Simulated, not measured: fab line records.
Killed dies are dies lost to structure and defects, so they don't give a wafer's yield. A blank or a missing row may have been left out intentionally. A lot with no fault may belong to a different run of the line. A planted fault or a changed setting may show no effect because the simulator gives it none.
Which of the tools did it?	flow nand_harc	10 lots with 30 wafers sampled at 6 steps, on a route of 1159 steps

## WHAT THE GAUGES SHOWED, per wafer
NHARC_A_M0_CD_MEAS_09: the cd target is 80 nm.
lot	measured	on	cd_nm (nm)
L439	day 17 06:22	cd_sem-01	80.6 80.0 79.2
L440	day 17 12:10	cd_sem-01	80.0 79.9 80.0
L442	day 17 18:10	cd_sem-01	80.6 79.9 81.1
L441	day 18 06:07	cd_sem-01	81.0 80.7 79.7
L444	day 18 12:18	cd_sem-01	80.7 79.5 80.6
L443	day 18 13:04	cd_sem-02	81.0 80.4 80.5
L445	day 18 18:55	cd_sem-03	79.9 79.4 80.7
L452	day 20 21:42	cd_sem-01	80.6 85.3 80.3
L459	day 22 04:51	cd_sem-02	79.7 81.3 80.7
L457	day 22 06:29	cd_sem-03	81.0 80.3 79.3

NHARC_END_SORT_01.
lot	measured	on	defect_limited_yield (%)	killed_at_array	killed_at_other	killed_at_periphery	killed_dies	killed_open	killed_short	sort_bin_2_pct (%)	sort_bin_3_pct (%)	sort_bin_4_pct (%)	sort_n_pass	sort_rim_yield_pct (%)	sort_yield_pct (%)
L442	day 19 18:31	prober-02	96.2 95.7 95.3	19 24 17	1 1 3	6 4 12	26 29 32	4 3 1	0 1 1	1.3 1.5 1.5	0.30 0.30 0.30	2.2 2.5 3.0	651 648 645	97.2 98.1 95.3	96.2 95.7 95.3
L444	day 20 03:56	prober-02	95.0 96.2 96.5	30 24 24	1 1 0	3 1 0	34 26 24	3 3 0	1 2 2	1.5 0.7 1.5	0 0.30 0	3.5 2.8 2.1	643 651 653	96.2 91.5 98.1	95.0 96.2 96.5
L445	day 20 11:42	prober-02	98.8 97.8 97.2	7 14 19	0 0 0	1 1 0	8 15 19	1 4 3	0 0 1	0.1 0.6 0.9	0 0 0.15	1.0 1.6 1.8	669 662 658	100.0 97.2 99.1	98.8 97.8 97.2
L457	day 23 23:20	prober-01	94.8 95.1 94.7	32 32 32	1 0 0	2 1 4	35 33 36	1 0 6	3 1 1	2.2 1.6 1.5	0.15 0.15 0.44	2.8 3.1 3.4	642 644 641	99.1 92.5 96.2	94.8 95.1 94.7

## WHAT TOOL EACH LOT RAN ON (gives the tool, then ch and the chambers of the sampled wafers, and finally the start)
lot	NHARC_A_BLC_ALD_23	NHARC_A_M0_PEB_07	NHARC_A_M0_DESCUM_14	NHARC_A_M0_STRIP_18
L439	ald_metal-01 ch 0,1,2, day 16 21:46	litho_track-01 ch 0, day 17 06:17	rie_diel-09 ch 1,2, day 17 06:33	rie_diel-07 ch 0,1,3, day 17 06:56
L440	ald_metal-02 ch 1,2, day 17 09:50	litho_track-06 ch 0, day 17 12:05	rie_diel-02 ch 0,1, day 17 12:21	rie_diel-09 ch 0,2, day 17 12:47
L442	ald_metal-02 ch 1,2,3, day 17 13:18	litho_track-04 ch 0, day 17 18:05	rie_diel-07 ch 0,2,3, day 17 18:21	rie_diel-09 ch 1,2, day 17 18:46
L441	ald_metal-02 ch 0,1,2, day 18 01:10	litho_track-06 ch 0, day 18 06:02	rie_diel-07 ch 1,2,3, day 18 06:17	rie_diel-09 ch 0,3, day 18 06:40
L444	ald_metal-02 ch 1,3, day 18 06:26	litho_track-01 ch 0, day 18 12:13	rie_diel-09 ch 2,3, day 18 12:31	rie_diel-09 ch 0,3, day 18 12:57
L443	ald_metal-01 ch 0,1, day 18 07:39	litho_track-04 ch 0, day 18 12:59	rie_diel-02 ch 1,2, day 18 13:15	rie_diel-07 ch 1,2,3, day 18 13:37
L445	ald_metal-04 ch 2,3, day 18 08:30	litho_track-06 ch 0, day 18 18:50	rie_diel-09 ch 0,1,2, day 18 19:07	rie_diel-02 ch 0,2,3, day 18 19:32
L452	ald_metal-01 ch 1,2,3, day 20 17:40	litho_track-04 ch 0, day 20 21:37	rie_diel-02 ch 0,2,3, day 20 21:53	rie_diel-07 ch 0,1,3, day 20 22:16
L459	ald_metal-01 ch 1,2,3, day 22 02:49	litho_track-06 ch 0, day 22 04:46	rie_diel-09 ch 0,3, day 22 05:02	rie_diel-07 ch 0,1,2, day 22 05:25
L457	ald_metal-02 ch 0,1,2, day 22 04:31	litho_track-06 ch 0, day 22 06:24	rie_diel-09 ch 0,1,3, day 22 06:41	rie_diel-07 ch 0,1, day 22 07:04
- NHARC_A_BLC_ALD_23: deposits TiN, target thk 3 nm, pulse time 1 s, ald cycles 150.
- NHARC_A_M0_PEB_07: peb time 65 s.
- NHARC_A_M0_DESCUM_14: chemistry O2, time 3 s.
- NHARC_A_M0_STRIP_18: strips in N2/H2.

## AS READ BY THE TOOLS THEMSELVES (means over the sampled wafers that have a number; for cases with no such wafer, the mark the record gives instead)
NHARC_A_BLC_ALD_23.
lot	tool	heater_power_w (W)	precursor_pulse_height_rel
L439	ald_metal-01	1100	0.981
L440	ald_metal-02	1151	1.007
L442	ald_metal-02	1164	1.012
L441	ald_metal-02	1106	0.994
L444	ald_metal-02	1163	1.026
L443	ald_metal-01	1007	0.973
L445	ald_metal-04	1163	0.992
L452	ald_metal-01	1096	1.003
L459	ald_metal-01	1094	0.996
L457	ald_metal-02	1123	1.023

NHARC_A_M0_DESCUM_14.
lot	tool	drypump_motor_current_A (A)	oes_product_au (a.u.)	rf_vpp_V (V)	showerhead_plenum_p_Torr (Torr)	throttle_valve_pct (%)
L439	rie_diel-09	6.0	0.994	57.9	2.02	11.312
L440	rie_diel-02	5.4	0.999	56.8	1.81	11.311
L442	rie_diel-07	5.7	1.009	57.5	1.83	11.308
L441	rie_diel-07	5.7	0.991	57.4	1.90	11.316
L444	rie_diel-09	5.5	1.009	57.8	1.90	11.305
L443	rie_diel-02	5.7	0.996	57.5	1.94	11.305
L445	rie_diel-09	6.0	0.991	58.4	1.95	11.316
L452	rie_diel-02	5.3	1.007	57.5	1.90	11.304
L459	rie_diel-09	5.9	1.009	58.1	1.83	11.316
L457	rie_diel-09	6.1	0.999	57.3	1.89	11.310

NHARC_A_M0_STRIP_18.
lot	tool	drypump_motor_current_A (A)	oes_product_au (a.u.)	rf_vpp_V (V)	showerhead_plenum_p_Torr (Torr)	throttle_valve_pct (%)
L439	rie_diel-07	5.7	0.994	89.8	2.00	14.174
L440	rie_diel-09	5.6	1.007	91.2	2.07	14.171
L442	rie_diel-09	6.0	0.996	90.5	2.15	14.164
L441	rie_diel-09	5.8	1.016	89.8	1.95	14.176
L444	rie_diel-09	6.0	1.008	90.3	1.95	14.174
L443	rie_diel-07	5.7	0.991	90.5	2.02	14.173
L445	rie_diel-02	5.3	1.013	89.9	2.03	14.169
L452	rie_diel-07	5.7	0.997	90.1	2.00	14.166
L459	rie_diel-07	5.6	0.998	90.6	2.02	14.174
L457	rie_diel-07	5.6	0.995	91.0	2.07	14.169

## THE ANSWER, worked out from the rows above alone
Rule: usual is defined by the lots themselves. The widest of any qualifying gaps counts: lots, ordered by their means at a reading, are off when they make up no more than a third of the lots, leave a main group of 4 or more, and stand apart from it by 3 or more times the standard deviation of that group's means. Not used: any main group whose means are identical at the precision the tables above print for the reading. Also off: a lot with no number at a reading for which 4 or more lots have one. All remaining lots with rows at the step are treated as sound. First the gauges in route order, then the tools' own readings, where a lot's mean is used as printed above. The first step at which some lot is off is used, and at that step the reading that is off furthest; a lot without a number counts as furthest.
Off: L452 (NHARC_A_M0_CD_MEAS_09, cd_nm). For the main group the mean is 80.3 nm and the standard deviation 0.26.
A tool fits if, at a process step before that reading, it ran every lot that is off, and no sound lot after the first of them. The gauges at NHARC_A_M0_CD_MEAS_09 are tried like those tools. 2 tools fit, litho_track-04 at NHARC_A_M0_PEB_07 and cd_sem-01 at NHARC_A_M0_CD_MEAS_09, so this cannot tell which one it is.

## WHAT THE SIMULATOR HAD PUT IN
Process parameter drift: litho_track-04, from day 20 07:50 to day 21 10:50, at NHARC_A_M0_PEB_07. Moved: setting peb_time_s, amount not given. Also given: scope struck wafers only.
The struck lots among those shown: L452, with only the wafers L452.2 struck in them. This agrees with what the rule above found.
